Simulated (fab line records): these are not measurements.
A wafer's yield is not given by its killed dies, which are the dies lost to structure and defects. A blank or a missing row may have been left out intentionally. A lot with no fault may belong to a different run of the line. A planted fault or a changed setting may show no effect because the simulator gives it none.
Comparing a struck lot with a sound one	flow nand_harc	14 out of 1302 route steps
Sound: these wafers, L515.2, L515.3, L515.6. The struck wafers were L509.1, L509.4, L509.6. At the end, the cause is stated.
Per side, at each step with rows, come the tool, then ch with its chambers, and then its first start. Under that, the readings that differ: sound wafers	struck wafers	difference of the means	sigmas: that difference in standard deviations of wafers without a fault.
alike: same words and numbers on both sides, and readings whose means sit less than 2 such deviations apart. not compared: any withheld reading, any reading some wafer has no value for, any bound like >300 that may hide the same value, and any number with overlapping values for which the record gives no deviation.
A row with sigmas, a row that says differs or no value, or rows on one side alone: a step with any of these is where the two part. Numbers that have no deviation but don't overlap get no sigmas and don't part them. A reading that every wafer of one side lacks parts them only if that side has two wafers or more.

NHARC_P_GATE_CD_MEAS_59: the cd target is 720 nm.
  sound on cd_sem-02 ch 0, day 11 18:14; struck on cd_sem-03 ch 0, day 8 20:57
  alike: cd_nm
then, 1 step without rows for these wafers: NHARC_P_GATE_HARDBAKE_60 (time 80 s).
NHARC_P_GATE_DESCUM_61: chemistry O2, time 3 s.
  sound on rie_diel-13 ch 0,3, day 11 18:23; struck on rie_diel-13 ch 2,3, day 8 21:07
  alike: drypump_motor_current_A, oes_product_au, rf_vpp_V, showerhead_plenum_p_Torr, throttle_valve_pct
  not compared: rf_hours_counter_h
then, 1 step without rows for these wafers: NHARC_P_GATE_IMPLANT_62.
NHARC_P_GATE_STRIP_112: strips in N2/H2, time 200 s.
  sound on plasma_asher-01 ch 0, day 11 18:48; struck on plasma_asher-02 ch 0,1, day 8 21:31
  alike: drypump_motor_current_A, heater_power_w
  not compared: rf_hours_counter_h
NHARC_P_GATE_STRIP_76: strips in O2.
  sound on plasma_asher-01 ch 0, day 11 19:01; struck on plasma_asher-02 ch 0,1, day 8 21:45
  alike: drypump_motor_current_A, heater_power_w
  not compared: rf_hours_counter_h
then, 6 steps without rows for these wafers: NHARC_P_GATE_STRIP_63 (strips in SPM, time 900 s); NHARC_P_GATE_DEHYDRATE_83 (time 120 s); NHARC_P_GATE_HMDS_84 (time 30 s); NHARC_P_GATE_COAT_85; NHARC_P_GATE_SOFTBAKE_86 (time 95 s); NHARC_P_GATE_EBR_87.
NHARC_P_GATE_EXPOSE_88: exposes mask P HVN, target cd 2000 nm.
  sound on krf_scanner-01 ch 0, day 11 19:47; struck on krf_scanner-03 ch 0, day 8 22:31
reading	sound	struck	difference	sigmas
model.P_GATE.overlay_x_nm (nm)	0.8665 0.8665 0.8665	103.4 103.4 103.4	+102.5	
  alike: mask, stage_vel_mm_s
then, 1 step without rows for these wafers: NHARC_P_GATE_PEB_89 (peb time 85 s).

== WHERE THEY PART ==
Nowhere in this record.

WHY: what had been put in by the simulator
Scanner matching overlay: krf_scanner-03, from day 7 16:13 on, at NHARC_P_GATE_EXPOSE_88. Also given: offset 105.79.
